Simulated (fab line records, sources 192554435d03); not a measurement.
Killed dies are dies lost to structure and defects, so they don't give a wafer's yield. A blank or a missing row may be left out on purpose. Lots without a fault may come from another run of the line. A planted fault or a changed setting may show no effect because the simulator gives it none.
Chamber matching | flow n5_finfet | N5_BEOL_M4_ETCH_69 on rie_diel-04: 4 sister chambers
The step etches SiARC in CF4, target depth 15.6 nm, time 26 s. 4 wafers are shown with their chamber, then 8 later ones without.

WAFERS WITH THEIR CHAMBER
wafer  | chamber | showerhead_plenum_p_Torr (Torr)
L076.5 | 0       | 2.04
L082.6 | 1       | 2.05
L086.5 | 3       | 2.08
L088.2 | 2       | 2.20

WAFERS WITHOUT THEIR CHAMBER
wafer  | showerhead_plenum_p_Torr (Torr)
L088.4 | 2.28
L088.5 | 2.04
L091.1 | 2.04
L091.5 | 2.08
L091.6 | 2.19
L092.1 | 2.04
L092.3 | 2.08
L092.4 | 2.19

WHICH CHAMBER EACH WENT THROUGH
wafer  | from the rows above          | in truth
L088.4 | 2                            | 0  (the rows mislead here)
L088.5 | can't be placed: 0 or 1 or 3 | 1
L091.1 | can't be placed: 0 or 1 or 3 | 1
L091.5 | can't be placed: 3 or 1 or 0 | 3
L091.6 | 2                            | 2
L092.1 | can't be placed: 0 or 1 or 3 | 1
L092.3 | can't be placed: 3 or 1 or 0 | 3
L092.4 | 2                            | 2
Placed correctly: 2 of 8. Can't be placed from these rows: 5 (the true chamber is among the candidates in 5). Placed wrongly: 1.
How it was worked out, from the rows above alone: a wafer's distance from a chamber is the root of the sum, over the readings, of the square of ((its reading less the chamber's mean) divided by the reading's scatter). The wafer belongs to the nearest chamber; if the next one is less than 2 further off, it can't be placed. A chamber's mean is the mean of its shown wafers. The scatter: with one shown wafer a chamber, the root of the mean of the squares of how far each hidden wafer lies from its nearest shown one.
